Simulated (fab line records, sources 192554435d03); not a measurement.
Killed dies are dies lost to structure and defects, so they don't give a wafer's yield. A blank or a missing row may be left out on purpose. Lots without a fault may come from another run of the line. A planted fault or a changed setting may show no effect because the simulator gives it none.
Chamber matching | flow n5_finfet | N5_GATE_CUT_HM_OPEN_40 on rie_diel-03: 4 sister chambers
The step chemistry C4F6/O2, target SiO2, target depth 139 nm, time 85.1 s. 22 wafers are shown with their chamber, then 11 later ones without.

WAFERS WITH THEIR CHAMBER
wafer  | chamber | rf_vpp_V (V) | throttle_valve_pct (%) | showerhead_plenum_p_Torr (Torr)
L075.2 | 1       | 688          | 21.29                  | 2.84
L075.4 | 3       | 677          | 20.60                  | 2.90
L075.6 | 1       | 690          | 21.31                  | 2.84
L077.1 | 0       | 668          | 20.99                  | 2.75
L077.2 | 1       | 690          | 21.30                  | 2.84
L077.5 | 0       | 669          | 20.97                  | 2.75
L079.1 | 1       | 689          | 21.32                  | 2.84
L079.4 | 3       | 678          | 20.61                  | 2.90
L079.5 | 1       | 690          | 21.32                  | 2.84
L080.1 | 3       | 678          | 20.60                  | 2.90
L080.3 | 0       | 666          | 21.01                  | 2.74
L080.5 | 0       | 667          | 21.01                  | 2.74
L082.1 | 0       | 667          | 21.01                  | 2.74
L082.2 | 2       | 618          | 20.92                  | 2.89
L082.6 | 0       | 666          | 20.99                  | 2.74
L085.1 | 1       | 690          | 21.33                  | 2.84
L085.3 | 0       | 668          | 21.02                  | 2.74
L085.6 | 3       | 676          | 20.62                  | 2.90
L087.1 | 3       | 677          | 20.62                  | 2.89
L087.4 | 1       | 690          | 21.34                  | 2.83
L087.6 | 2       | 618          | 20.95                  | 2.88
L088.1 | 2       | 615          | 20.95                  | 2.88

SIGNATURES (means of the wafers above)
reading                  | chamber 0 | chamber 1 | chamber 2 | chamber 3 | scatter within a chamber
rf_vpp_V                 | 667.29    | 689.57    | 617.00    | 677.20    | 1.05
throttle_valve_pct       | 21.0000   | 21.3157   | 20.9400   | 20.6100   | 0.0159
showerhead_plenum_p_Torr | 2.7429    | 2.8386    | 2.8833    | 2.8980    | 0.00457
Rule: a wafer's distance from a chamber is the root of the sum, over the readings, of the square of ((its reading less the chamber's mean) divided by the reading's scatter). The wafer belongs to the nearest chamber; if the next one is less than 2 further off, it can't be placed. The scatter: the root of (the sum of the squares of (reading less its chamber's mean) over the shown wafers, divided by (wafers less chambers)).

WAFERS WITHOUT THEIR CHAMBER
wafer  | rf_vpp_V (V) | throttle_valve_pct (%) | showerhead_plenum_p_Torr (Torr)
L088.3 | 690          | 21.32                  | 2.83
L088.6 | 678          | 20.62                  | 2.89
L093.3 | 615          | 20.96                  | 2.88
L093.5 | 675          | 20.65                  | 2.89
L093.6 | 667          | 21.04                  | 2.73
L094.1 | 666          | 21.03                  | 2.73
L094.3 | 690          | 21.34                  | 2.83
L094.5 | 691          | 21.36                  | 2.83
L096.3 | 676          | 20.65                  | 2.89
L096.5 | 678          | 20.67                  | 2.89
L096.6 | 667          | 21.04                  | 2.73

WHICH CHAMBER EACH WENT THROUGH
wafer  | from the rows above | in truth
L088.3 | 1                   | 1
L088.6 | 3                   | 3
L093.3 | 2                   | 2
L093.5 | 3                   | 3
L093.6 | 0                   | 0
L094.1 | 0                   | 0
L094.3 | 1                   | 1
L094.5 | 1                   | 1
L096.3 | 3                   | 3
L096.5 | 3                   | 3
L096.6 | 0                   | 0
Placed correctly: 11 of 11. Can't be placed from these rows: 0. Placed wrongly: 0.
